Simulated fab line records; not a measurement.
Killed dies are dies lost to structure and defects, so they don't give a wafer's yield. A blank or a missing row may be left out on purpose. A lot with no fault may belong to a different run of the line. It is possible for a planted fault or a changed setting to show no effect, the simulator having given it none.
Matching of chambers -- flow nand_harc -- NHARC_A_CHANNEL_FILL_D2_ALD_25 on ald_hk-01 has 4 sister chambers
The step deposits SiOx, target thk 60 nm, pulse time 10 s, ald cycles 600. 8 wafers are shown with their chamber, then 11 later ones without.

## WAFERS WITH THEIR CHAMBER
wafer,chamber,heater_power_w (W),precursor_pulse_height_rel
L082.3,1,502,1.034
L083.2,1,497,1.021
L083.5,2,534,1.032
L083.6,3,342,1.003
L086.1,0,466,1.003
L086.5,0,457,1.017
L086.6,3,349,0.972
L088.3,2,535,1.016

## WAFERS WHOSE CHAMBER IS MISSING
wafer,heater_power_w (W),precursor_pulse_height_rel
L088.5,516,1.028
L088.6,466,1.008
L091.1,526,1.012
L091.2,362,0.972
L091.3,513,0.993
L094.1,450,0.991
L094.2,340,0.990
L094.3,518,0.990
L097.3,524,0.993
L097.2,442,1.022
L097.5,510,1.009

## WHICH CHAMBER EACH WENT THROUGH
wafer,from the rows above,in truth
L088.5,can't be placed: 1 or 2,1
L088.6,0,0
L091.1,2,2
L091.2,3,3
L091.3,can't be placed: 1 or 2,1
L094.1,0,0
L094.2,3,3
L094.3,can't be placed: 2 or 1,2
L097.3,2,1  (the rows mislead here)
L097.2,0,0
L097.5,1,1
7 of 11 placed correctly. Not placeable from these rows: 3 (in 3, the candidates include the true chamber). 1 placed wrongly.
How it was worked out, from the rows above alone: a wafer's distance from a chamber is the root of the sum, over the readings, of the square of ((its reading less the chamber's mean) divided by the reading's scatter). If the next closest chamber is less than 2 further off than the closest, the wafer can't be placed; otherwise it belongs to the closest. The mean given for a chamber averages the wafers shown for that chamber. How the scatter is found: for the shown wafers, subtract from each reading the mean of its chamber, square and add these, divide the total by (wafers less chambers), then take the root.
